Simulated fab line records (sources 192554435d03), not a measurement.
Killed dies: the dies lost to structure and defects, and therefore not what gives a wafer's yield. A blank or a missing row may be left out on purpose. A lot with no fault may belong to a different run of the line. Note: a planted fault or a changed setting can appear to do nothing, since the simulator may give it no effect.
fab line records    flow n5-finfet
[record] lots = 5  wafers = 14  last-day = 20
route steps=1938 shown BEOL_M15@1823 PASS1_DEP@1831 MIM_BOT@1832 MIM_TOP@1834 PASSIVATION@1936
lots with no fault: from the same line, run without faults
start-h: start of the lot's first displayed wafer, in hours after the record's first day    wait-h: hours elapsed since this lot's preceding step    " repeats the value in the row above    L1.1+2: several wafers, shown together as one row    - no value, or no start was given    * or withheld: withheld    < > ~ a bound
route shown NAME@n: names a module that has steps shown in the file, with the first one's number in the route    usual: average and standard deviation across the fault-free wafers    same: alike in all rows    chamber/n: place in a boat    sites: the reading at each site    _std_site: the standard deviation of these    _edge_site: inner sites' mean taken away from outer sites' mean    radius-mm: how far each site lies from the wafer's centre    mask NAME#n: copy n    behind: tool/chamber where the wafer was last shaped    hold: cause of the lot's hold/its duration in hours/its outcome    device: whichever transistor did not switch (one of n, p or np)    end of line: tests run on the same wafers once the route is complete    for a step that has no rows: nothing shown but its recipe    killed: not the wafer's yield, but the dies lost to structure and defects at the first sort    map: a wafer's dies, marking killed ones x, the rest . and places with no die _
set.NAME: the setting the step ran with; set.NAME@STEP: the setting that earlier step ran with    model.NAME: the simulator's own value behind a step, which no gauge read
lots at some steps of the route; a table a step, a row a wafer
services: from which hour (start-h, from the record's first day; less than 0 if before it) a tool's chamber was out of use, for how many hours, and why
[[steps]]
[step N5_BEOL_M15_ANNEAL_48]
[recipe] temp-c = 225  time-s = 90  ambient = N2
[usual] wafer_temp_C_max = 225.93/0.22
[same] time-s = 90
lot.wafer  tool           chamber  start-h  wait-h  wafer_temp_C_max
L354.2     rtp-anneal-01  0        336.53   0.3     225.85
L354.3     "              0        "        "       225.67
L354.5     "              0        "        "       225.63
L360.1     rtp-anneal-01  0        371.86   0.2     225.57
L360.3     "              0        "        "       225.81
L361.1     rtp-anneal-02  0        373.08   0.7     225.83
L361.5     "              0        "        "       225.87
L361.6     "              0        "        "       225.52
L368.1     rtp-anneal-01  0        432.28   0.4     225.57
L368.3     "              0        "        "       226.27
L368.6     "              0        "        "       225.91
L375.3     rtp-anneal-01  0        460.56   0.4     225.57
L375.5     "              0        "        "       225.62
L375.6     "              0        "        "       225.64
[step N5_BEOL_M15_CMP_49]
[recipe] stop-on = SiO2  t-overpolish-s = 4.9  down-force-psi = 2  platen-rpm = 80  clearing-platen-down-force-psi = 2  clearing-platen-rpm = 80  post-cmp-clean = cu-alkaline  target-thk-nm = 850  clearing-platen-pad-velocity-m-s = 1.5917  pad-velocity-m-s = 1.5917
[usual] barrier-field-endpoint-s = 11.6/0.35  motor-current-A = 8.1/0.68  overpolish-run-s = 4.901/0.0091
lot.wafer  tool    chamber  start-h  wait-h  barrier-field-endpoint-s  motor-current-A  overpolish-run-s
L354.3     cmp-02  3        336.78   0.2     11.0                      8.0              4.893
L354.2     "       1        "        "       10.9                      9.1              4.894
L354.5     "       3        "        "       11.2                      8.4              4.900
L360.3     cmp-02  1        372.16   0.2     11.3                      9.1              4.907
L360.1     "       2        "        "       11.1                      8.2              4.914
L361.1     cmp-02  1        373.50   0.4     11.5                      8.5              4.910
L361.5     "       2        "        "       11.5                      8.3              4.889
L361.6     "       3        "        "       11.1                      8.3              4.908
L368.1     cmp-03  1        432.59   0.3     11.6                      7.0              4.917
L368.3     "       3        "        "       11.8                      8.5              4.915
L368.6     "       2        "        "       11.8                      6.7              4.882
L375.3     cmp-02  2        460.89   0.3     11.1                      8.8              4.899
L375.5     "       3        "        "       11.3                      8.4              4.906
L375.6     "       0        "        "       11.6                      8.6              4.904
[step N5_BEOL_M15_THK_MEAS_50]
[recipe] thk-meas-gauge = xrf  reads = Cu_of_BEOL_M15_ECD_47
[usual] M15_THK = 872/21
lot.wafer  tool           chamber  start-h  wait-h  M15_THK[nm]
L354.2     film-metro-02  -        337.08   -       867
L354.3     "              -        "        "       893
L354.5     "              -        "        "       898
L360.1     film-metro-01  -        372.45   -       866
L360.3     "              -        "        "       859
L361.1     film-metro-02  -        373.68   -       854
L361.5     "              -        "        "       855
L361.6     "              -        "        "       872
L368.1     film-metro-01  -        432.89   -       933
L368.3     "              -        "        "       874
L368.6     "              -        "        "       929
L375.3     film-metro-01  -        461.08   -       884
L375.5     "              -        "        "       874
L375.6     "              -        "        "       853
[step N5_BEOL_M15_PRE_CLEAN_52]
[recipe] gas = NH3  time-s = 15  temp-c = withheld  rf-power-w = 300
[step N5_BEOL_M15_DEP_53]
[recipe] material = SiCN  target-thk-a = 500  temp-c = withheld  precursor = 3MS/NH3  pressure-torr = 3  rf-w = 675  time-s = 17.8
[step N5_BEOL_M15_RS_MEAS_54]
[recipe] thk-meas-gauge = four-point-probe  reads = Cu_of_BEOL_M15_ECD_47+Ta_of_BEOL_M15_SPUTTER_44+TaN_of_BEOL_M15_SPUTTER_43
[usual] M15_RS = 0.0214/0.00051
lot.wafer  tool           chamber  start-h  wait-h  M15_RS[ohm/sq]
L354.2     film-metro-02  -        337.21   0.1     0.0214
L354.3     "              -        "        "       0.0208
L354.5     "              -        "        "       0.0207
L360.1     film-metro-01  -        372.58   0.0     0.0215
L360.3     "              -        "        "       0.0217
L361.1     film-metro-02  -        373.84   0.1     0.0216
L361.5     "              -        "        "       0.0217
L361.6     "              -        "        "       0.0212
L368.1     film-metro-02  -        433.02   0.0     0.0200
L368.3     "              -        "        "       0.0214
L368.6     "              -        "        "       0.0201
L375.3     film-metro-01  -        461.21   0.1     0.0211
L375.5     "              -        "        "       0.0213
L375.6     "              -        "        "       0.0217
[step N5_BEOL_M15_INSPECT_55]
[recipe] inspect-instrument = darkfield  mode = post-dep
[usual] raw-defect-count = 71/25
lot.wafer  tool               chamber  start-h  wait-h  raw-defect-count
L354.2     defect-inspect-02  -        337.23   0.0     68
L354.3     "                  -        "        "       82
L354.5     "                  -        "        "       103
L360.1     defect-inspect-01  -        372.61   0.0     70
L360.3     "                  -        "        "       77
L361.1     defect-inspect-01  -        373.87   0.0     77
L361.5     "                  -        "        "       61
L361.6     "                  -        "        "       89
L368.1     defect-inspect-01  -        433.04   0.0     142
L368.3     "                  -        "        "       100
L368.6     "                  -        "        "       147
L375.3     defect-inspect-02  -        461.23   0.0     54
L375.5     "                  -        "        "       82
L375.6     "                  -        "        "       77
[step N5_BEOL_M15_RC_MEAS_101]
[usual] COMB_M10 = 1.49e-11/2.8e-12  COMB_M11 = 1.5e-11/3.2e-12  COMB_M12 = 6.1e-12/1.2e-12  COMB_M13 = 4.8e-12/1e-12  COMB_M14 = 3.3e-12/8.1e-13  COMB_M14_max_site = 5e-12/1.2e-12  COMB_M15 = 2.3e-12/6e-13  COMB_M5 = 3.5e-11/6.3e-12  COMB_M6 = 2.6e-11/5.3e-12  COMB_M7 = 2.6e-11/5.1e-12  COMB_M8 = 2.6e-11/5.6e-12  COMB_M9 = 1.38e-11/2.8e-12  SERP_M10 = 3.07/0.099  SERP_M11 = 3.02/0.1  SERP_M12 = 0.632/0.018  SERP_M13 = 0.310/0.0077  SERP_M14 = 0.163/0.0062  SERP_M5 = 38.1/2  SERP_M6 = 13.9/0.69  SERP_M7 = 13.7/0.67  SERP_M7_max_site = 14.3/0.68  SERP_M8 = 13.6/0.64  SERP_M9 = 2.98/0.1
lot.wafer  tool       chamber  start-h  wait-h  COMB_M10[S/m]  COMB_M11[S/m]  COMB_M12[S/m]  COMB_M13[S/m]  COMB_M14[S/m]  COMB_M14_max_site[S/m]  COMB_M15[S/m]  COMB_M5[S/m]  COMB_M6[S/m]  COMB_M7[S/m]  COMB_M8[S/m]  COMB_M9[S/m]  SERP_M10[ohm/um]  SERP_M11[ohm/um]  SERP_M12[ohm/um]  SERP_M13[ohm/um]  SERP_M14[ohm/um]  SERP_M5[ohm/um]  SERP_M6[ohm/um]  SERP_M7[ohm/um]  SERP_M7_max_site[ohm/um]  SERP_M8[ohm/um]  SERP_M9[ohm/um]
L354.2     prober-02  0        337.41   0.2     2.04e-11       1.1e-11        4.5e-12        3.6e-12        5.3e-12        5.5e-12                 2.4e-12        2.5e-11       2.8e-11       2.4e-11       2.2e-11       1.5e-11       3.07              3.12              0.672             0.309             0.158             38.8             14.2             14.2             14.7                      13.4             2.96
L354.3     "          0        "        "       1.18e-11       1.1e-11        7.1e-12        4e-12          4e-12          7.4e-12                 2.1e-12        2.9e-11       3e-11         2.9e-11       2.1e-11       1.25e-11      3.11              3.01              0.627             0.301             0.166             41.3             13.8             14.9             15.4                      13.8             3.05
L354.5     "          0        "        "       1.59e-11       1.5e-11        5.6e-12        5e-12          2.8e-12        4.9e-12                 1.8e-12        3e-11         3.6e-11       2.3e-11       2.4e-11       1.23e-11      3.12              3.02              0.624             0.314             0.164             43.0             13.6             13.5             14.1                      13.1             2.89
L360.1     prober-01  0        372.63   0.0     1.35e-11       1.3e-11        7.9e-12        4.1e-12        2.9e-12        4.1e-12                 2.8e-12        3.4e-11       2.8e-11       2.8e-11       2.8e-11       1.31e-11      2.96              3.24              0.615             0.310             0.159             37.3             14.0             12.2             13.4                      14.5             2.99
L360.3     "          0        "        "       1.03e-11       2.3e-11        5.5e-12        3.6e-12        3.3e-12        5.5e-12                 2.2e-12        3.8e-11       2.5e-11       2.5e-11       2.2e-11       1.08e-11      2.97              3.06              0.629             0.308             0.172             38.4             13.4             12.8             13.5                      14.3             3.19
L361.1     prober-01  0        373.89   0.0     1.06e-11       1.7e-11        5.1e-12        6.2e-12        3.2e-12        3.8e-12                 4.4e-12        3.4e-11       3.3e-11       1.9e-11       3.8e-11       1.49e-11      3.00              3.01              0.622             0.311             0.170             38.2             13.7             14.1             14.6                      13.7             3.01
L361.5     "          0        "        "       1.31e-11       1.7e-11        5e-12          4.8e-12        3.9e-12        8.5e-12                 4.8e-12        2.5e-11       2.4e-11       2.1e-11       2.3e-11       1.48e-11      3.10              2.92              0.642             0.301             0.167             39.0             14.0             12.9             13.4                      15.0             3.04
L361.6     "          0        "        "       1.5e-11        1.6e-11        5.2e-12        4.9e-12        2.7e-12        5.1e-12                 3.7e-12        3.7e-11       2.1e-11       1.8e-11       2.4e-11       1.65e-11      2.92              2.81              0.650             0.301             0.160             39.4             13.8             14.4             14.7                      13.0             2.94
L368.1     prober-01  0        433.07   0.0     1.14e-11       1.6e-11        8.3e-12        8.2e-12        4e-12          5.6e-12                 1.8e-12        3.5e-11       2e-11         2.6e-11       3e-11         1.14e-11      3.20              3.11              0.631             0.318             0.151             40.3             14.6             14.7             15.2                      13.2             2.86
L368.3     "          0        "        "       1.41e-11       1.4e-11        7.9e-12        5e-12          3.9e-12        5.1e-12                 2.2e-12        5.1e-11       1.9e-11       3.5e-11       3.6e-11       1.12e-11      3.16              3.03              0.639             0.301             0.157             36.0             14.7             13.7             14.7                      14.3             2.79
L368.6     "          0        "        "       1.5e-11        1.9e-11        5.2e-12        4.8e-12        3.7e-12        7.1e-12                 1.7e-12        4.2e-11       2.5e-11       1.8e-11       3e-11         1.3e-11       3.15              2.99              0.617             0.308             0.152             35.2             13.1             14.1             14.6                      14.1             2.82
L375.3     prober-01  0        461.57   0.3     1.23e-11       1.6e-11        6.5e-12        5.6e-12        3.5e-12        5.4e-12                 2.2e-12        2.8e-11       2.2e-11       2.9e-11       2.4e-11       1.28e-11      3.27              3.10              0.652             0.309             0.175             38.4             12.9             14.1             14.6                      13.6             2.95
L375.5     "          0        "        "       1.53e-11       1.4e-11        6.6e-12        4.7e-12        3.7e-12        5.7e-12                 1.8e-12        3.8e-11       3.1e-11       3.2e-11       2.9e-11       1.36e-11      2.98              3.12              0.645             0.314             0.159             36.3             13.3             13.7             14.2                      14.1             2.99
L375.6     "          0        "        "       1.19e-11       1.4e-11        4.9e-12        5e-12          3.2e-12        3.7e-12                 2.7e-12        2.7e-11       2.7e-11       2.8e-11       1.5e-11       1.16e-11      3.06              3.09              0.611             0.313             0.157             41.9             12.9             13.4             14.0                      13.7             2.69
[step N5_PASSIVATION_PECVD_00]
[recipe] material = SiO2  target-thk-a = 2000  temp-c = 400  precursor = SiH4/N2O  pressure-torr = 2.7  rf-w = 608  time-s = 11.2
[usual] heater-power-w = 670/86  showerhead-plenum-p-Torr = 8.12/0.1  throttle-valve-pct = 51.2/2.9
[same] time-s = 11.2
lot.wafer  tool      chamber  start-h  wait-h  heater-power-w  showerhead-plenum-p-Torr  throttle-valve-pct
L354.2     pecvd-03  2        338.23   0.7     701             8.01                      46.1
L354.3     "         1        "        "       675             8.21                      54.6
L354.5     "         1        "        "       550             8.19                      54.6
L360.1     pecvd-02  0        373.60   0.8     639             8.07                      50.9
L360.3     "         1        "        "       702             8.21                      52.7
L361.1     pecvd-01  1        374.86   0.8     736             8.29                      52.8
L361.5     "         0        "        "       761             7.98                      54.4
L361.6     "         2        "        "       702             7.99                      49.1
L368.1     pecvd-02  1        434.03   0.8     614             8.22                      52.7
L368.3     "         0        "        "       665             8.10                      50.7
L368.6     "         1        "        "       641             8.24                      52.7
L375.3     pecvd-03  1        462.22   0.5     564             8.20                      54.6
L375.5     "         2        "        "       718             8.02                      46.5
L375.6     "         0        "        "       732             8.19                      52.0
[step N5_MIM_BOT_DEGAS_01]
[recipe] ambient = vacuum  temp-c = 300  time-s = 60
[usual] heater-power-w = 455/45
[same] time-s = 60
lot.wafer  tool            chamber  start-h  wait-h  heater-power-w
L354.2     pvd-sputter-01  -        338.78   0.5     477
L354.3     "               -        "        "       445
L354.5     "               -        "        "       446
L360.1     pvd-sputter-02  -        375.22   1.6     531
L360.3     "               -        "        "       445
L361.1     pvd-sputter-02  -        375.66   0.8     422
L361.5     "               -        "        "       436
L361.6     "               -        "        "       573
L368.1     pvd-sputter-03  -        435.81   1.8     442
L368.3     "               -        "        "       442
L368.6     "               -        "        "       409
L375.3     pvd-sputter-02  -        462.96   0.7     574
L375.5     "               -        "        "       429
L375.6     "               -        "        "       437
[step N5_MIM_BOT_SPUTTER_00]
[recipe] material = TiN  target-thk-a = 350  temp-c = 200  power-w = 3000  chamber-pressure-pa = 0.49996  gas = Ar  reactive-partial-pa = 0.37997  time-s = 89.7
[usual] throttle-valve-pct = 30.4/0.74
[same] time-s = 89.7
lot.wafer  tool            chamber  start-h  wait-h  throttle-valve-pct
L354.2     pvd-sputter-01  -        338.82   0.0     30.6
L354.3     "               -        "        "       29.9
L354.5     "               -        "        "       30.0
L360.1     pvd-sputter-02  -        375.26   0.0     29.8
L360.3     "               -        "        "       30.1
L361.1     pvd-sputter-02  -        375.70   0.0     30.8
L361.5     "               -        "        "       30.2
L361.6     "               -        "        "       30.3
L368.1     pvd-sputter-03  -        435.85   0.0     30.1
L368.3     "               -        "        "       29.3
L368.6     "               -        "        "       32.2
L375.3     pvd-sputter-02  -        463.00   0.0     30.2
L375.5     "               -        "        "       30.7
L375.6     "               -        "        "       29.9
[step N5_MIM_TOP_ALD_00]
[recipe] material = Al2O3  target-thk-a = *  temp-c = withheld  ald-precursor-family = TMA  ald-co-reactant = O3  pulse-time-s = withheld  purge-time-s = 3  co-reactant-purge-time-s = withheld  co-reactant-pulse-time-s = 3  ald-cycles = withheld
[step N5_MIM_TOP_ALD_01]
[recipe] material = HfO2  target-thk-a = 56  temp-c = withheld  ald-precursor-family = Hf-amide  ald-co-reactant = O3  pulse-time-s = 1  purge-time-s = 3  co-reactant-purge-time-s = 2  co-reactant-pulse-time-s = 3  ald-cycles = 62
[usual] ald-cycles = 62/0  precursor-pulse-height-rel = 1.001/0.02
lot.wafer  tool       chamber  start-h  wait-h  ald-cycles  precursor-pulse-height-rel
L354.2     ald-hk-01  2        339      -       62          1.010
L354.3     "          0        "        "       62          1.000
L354.5     "          3        "        "       62          0.990
L360.1     ald-hk-01  3        375      -       59          1.016
L360.3     "          1        "        "       62          0.998
L361.1     ald-hk-02  1        375      -       62          0.986
L361.5     "          3        376      -       62          1.015
L361.6     "          2        "        "       62          1.013
L368.1     ald-hk-02  1        436      -       62          0.989
L368.3     "          3        "        "       62          1.012
L368.6     "          1        "        "       62          1.030
L375.3     ald-hk-02  0        463      -       62          1.036
L375.5     "          1        "        "       62          1.016
L375.6     "          2        "        "       62          1.026
[step N5_MIM_TOP_ALD_02]
[recipe] material = Al2O3  target-thk-a = *  temp-c = withheld  ald-precursor-family = TMA  ald-co-reactant = O3  pulse-time-s = withheld  purge-time-s = 3  co-reactant-purge-time-s = withheld  co-reactant-pulse-time-s = 3  ald-cycles = withheld
[step N5_PASSIVATION_PROBE_49]
[usual] defect-limited-yield = 91.4/1.4  killed_at_M0_to_M3 = 34/9.1  killed_at_M4_up = 14/5.2  killed-at-contacts = 12/6.4  killed-at-front-end = 38/11  killed-at-other = 3.7/2.8  killed-dies = 102/17  killed-open = 68/13  killed-short = 32/7.8  sort_bin_4_leakage = 0.05/0.3  sort_bin_5_function = 5.1/1  sort_bin_6_memory = 3.2/0.66  sort-n-pass = 1076/19  sort-yield-pct = 91.2/1.6
[same] gross-dies = 1180  killed-at-back-side = 0  sort_bin_8_speed[%] = 0
lot.wafer  tool       chamber  start-h  wait-h  defect-limited-yield[%]  killed_at_M0_to_M3  killed_at_M4_up  killed-at-contacts  killed-at-front-end  killed-at-other  killed-dies  killed-open  killed-short  sort_bin_4_leakage[%]  sort_bin_5_function[%]  sort_bin_6_memory[%]  sort-n-pass  sort-yield-pct[%]
L354.2     prober-01  -        350.26   0.1     93.1                     27                  15               7                   30                   2                81           49           30            0                      4.3                     2.3                   1099         93.1
L354.3     prober-01  -        350.31   0.1     93.4                     31                  17               5                   22                   3                78           51           25            0                      4.0                     2.5                   1102         93.4
L354.5     prober-01  -        350.41   0.2     93.8                     33                  14               5                   18                   3                73           56           15            0                      3.6                     2.5                   1107         93.8
L360.1     prober-02  -        392.25   0.0     90.5                     44                  14               14                  37                   3                112          78           34            0                      6.4                     3.0                   1068         90.5
L360.3     prober-02  -        392.35   0.1     90.7                     42                  17               22                  27                   2                110          84           25            0                      5.3                     4.0                   1070         90.7
L368.1     prober-01  -        449.12   0.0     91.4                     36                  22               15                  26                   3                102          54           47            0.34                   5.0                     3.3                   1074         91.0
L368.3     prober-01  -        449.22   0.1     91.9                     23                  28               11                  33                   0                95           67           28            0.17                   4.7                     3.1                   1083         91.8
L368.6     prober-01  -        449.37   0.3     90.6                     50                  17               16                  27                   1                111          68           42            0.85                   5.3                     3.8                   1059         89.7
L375.3     prober-01  -        477.25   0.1     90.8                     40                  18               17                  30                   4                109          81           24            0                      6.1                     3.1                   1071         90.8
L375.5     prober-01  -        477.35   0.2     89.7                     34                  23               28                  31                   6                122          81           40            0                      6.2                     3.6                   1058         89.7
L375.6     prober-01  -        477.40   0.3     91.6                     33                  15               11                  33                   7                99           68           26            0                      5.7                     2.3                   1081         91.6
// killed by level:class
L354.2 BEOL_M0_SAQP:geometric-particle:short=6 GATE_CUT:geometric-particle:short=5 BEOL_M0_SAQP:geometric-particle:open=5 MOL_CONTACT_COAG:geometric-particle:open=5 STI_FIN_REVEAL:geometric-particle:open=4 GATE_CUT:geometric-particle:open=4 BEOL_M1:geometric-particle:open=4 BEOL_M2:geometric-particle:open=4
L354.3 BEOL_M0_SAQP:geometric-particle:open=9 BEOL_M1:geometric-particle:open=7 STI_FIN_REVEAL:geometric-particle:open=6 BEOL_M4:geometric-particle:open=6 BEOL_M0_SAQP:geometric-particle:short=5 BEOL_M2:geometric-particle:short=4 BEOL_M2:geometric-particle:open=4 STARTING-WAFER:geometric-particle:short=4
L354.5 BEOL_M0_SAQP:geometric-particle:open=11 BEOL_M0_SAQP:geometric-particle:short=7 BEOL_M2:geometric-particle:open=7 STI_FIN_REVEAL:geometric-particle:open=6 MOL_CONTACT_COAG:geometric-particle:open=5 BEOL_M1:geometric-particle:open=5 BEOL_M5:geometric-particle:open=5 GATE_CUT:geometric-particle:open=3
L360.1 MOL_CONTACT_COAG:geometric-particle:open=13 BEOL_M2:geometric-particle:open=12 BEOL_M3:geometric-particle:open=11 FIN_SAQP:geometric-particle:open=7 BEOL_M0_SAQP:geometric-particle:short=7 BEOL_M5:geometric-particle:open=6 BEOL_M1:geometric-particle:open=5 FIN_SAQP:geometric-particle:short=4
L360.3 MOL_CONTACT_COAG:geometric-particle:open=19 BEOL_M3:geometric-particle:open=13 BEOL_M4:geometric-particle:open=12 BEOL_M2:geometric-particle:open=11 GATE_CUT:geometric-particle:short=7 BEOL_M1:geometric-particle:open=6 STI_FIN_REVEAL:geometric-particle:open=4 BEOL_M0_SAQP:geometric-particle:short=4
L368.1 BEOL_M0_SAQP:geometric-particle:short=10 MOL_CONTACT_COAG:geometric-particle:open=9 BEOL_M0_SAQP:geometric-particle:open=7 MOL_CONTACT_COAG:geometric-particle:short=6 FIN_SAQP:geometric-particle:short=5 BEOL_M4:geometric-particle:short=5 BEOL_M4:geometric-particle:open=5 ILD0:geometric-particle:short=4
L368.3 BEOL_M4:geometric-particle:open=12 STI_FIN_REVEAL:geometric-particle:open=11 BEOL_M0_SAQP:geometric-particle:open=6 MOL_CONTACT_COAG:geometric-particle:short=6 BEOL_M5:geometric-particle:open=6 MOL_CONTACT_COAG:geometric-particle:open=5 BEOL_M6:geometric-particle:open=5 GATE_CUT:geometric-particle:short=4
L368.6 BEOL_M0_SAQP:geometric-particle:short=18 BEOL_M0_SAQP:geometric-particle:open=17 MOL_CONTACT_COAG:geometric-particle:open=13 BEOL_M2:geometric-particle:open=8 BEOL_M4:geometric-particle:open=8 GATE_CUT:geometric-particle:short=6 STI_FIN_REVEAL:geometric-particle:open=4 STARTING-WAFER:geometric-particle:short=4
L375.3 MOL_CONTACT_COAG:geometric-particle:open=14 STI_FIN_REVEAL:geometric-particle:open=10 BEOL_M1:geometric-particle:open=9 BEOL_M2:geometric-particle:open=9 BEOL_M4:geometric-particle:open=7 FIN_SAQP:geometric-particle:open=6 BEOL_M0_SAQP:geometric-particle:open=5 BEOL_M0_SAQP:geometric-particle:short=5
L375.5 MOL_CONTACT_COAG:geometric-particle:open=22 BEOL_M3:geometric-particle:open=11 BEOL_M0_SAQP:geometric-particle:short=7 BEOL_M0:geometric-particle:open=7 BEOL_M4:geometric-particle:open=7 STI_FIN_REVEAL:geometric-particle:open=6 MOL_CONTACT_COAG:geometric-particle:short=6 FIN_SAQP:geometric-particle:open=5
L375.6 FIN_SAQP:geometric-particle:open=12 MOL_CONTACT_COAG:geometric-particle:open=9 BEOL_M3:geometric-particle:open=9 BEOL_M0_SAQP:geometric-particle:open=8 STI_FIN_REVEAL:geometric-particle:open=7 BEOL_M0_SAQP:geometric-particle:short=5 BEOL_M1:geometric-particle:open=5 BEOL_M4:geometric-particle:open=5
[[services]]
tool            chamber  start-h  hours  kind
cmp-02          -        316.58   2.1    repair
rtp-anneal-01   -        337.03   5.9    pm
cmp-03          -        353.81   6.1    pm
pecvd-02        2        359.96   -      clean
pecvd-02        2        359.96   29.5   scheduled-down
pecvd-02        2        359.96   29.5   vent-cycle
pecvd-02        -        400.28   6.0    pm
pvd-sputter-03  -        423.06   8.9    repair
cmp-02          -        424.48   1.6    repair
cmp-03          -        427.87   0.4    repair
cmp-02          -        431.65   4.0    pm
cmp-02          -        435.65   -      consumable-replace:conditioner
cmp-02          -        435.65   -      consumable-replace:pad
ald-hk-01       -        441.50   22.4   repair
pvd-sputter-01  -        443.95   4.9    repair
pvd-sputter-03  -        444.22   1.9    repair
cmp-03          -        457.88   5.0    repair
[[key]]
[first-sign] step = N5_MIM_TOP_ALD_01  reading = ald-cycles  direction = down  sigmas = 99+  usual = *  struck = *
effect none on later readings
met-at N5_MIM_TOP_ALD_01
struck-wafers L360.1
onset-between 339 375
[fault] kind = process-parameter-drift  tool = ald-hk-01  chamber = 3  onset-h = 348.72  steps = N5_MIM_TOP_ALD_01  channel = ald-cycles  offset = *  shape = step  acts-in = *  stated = *
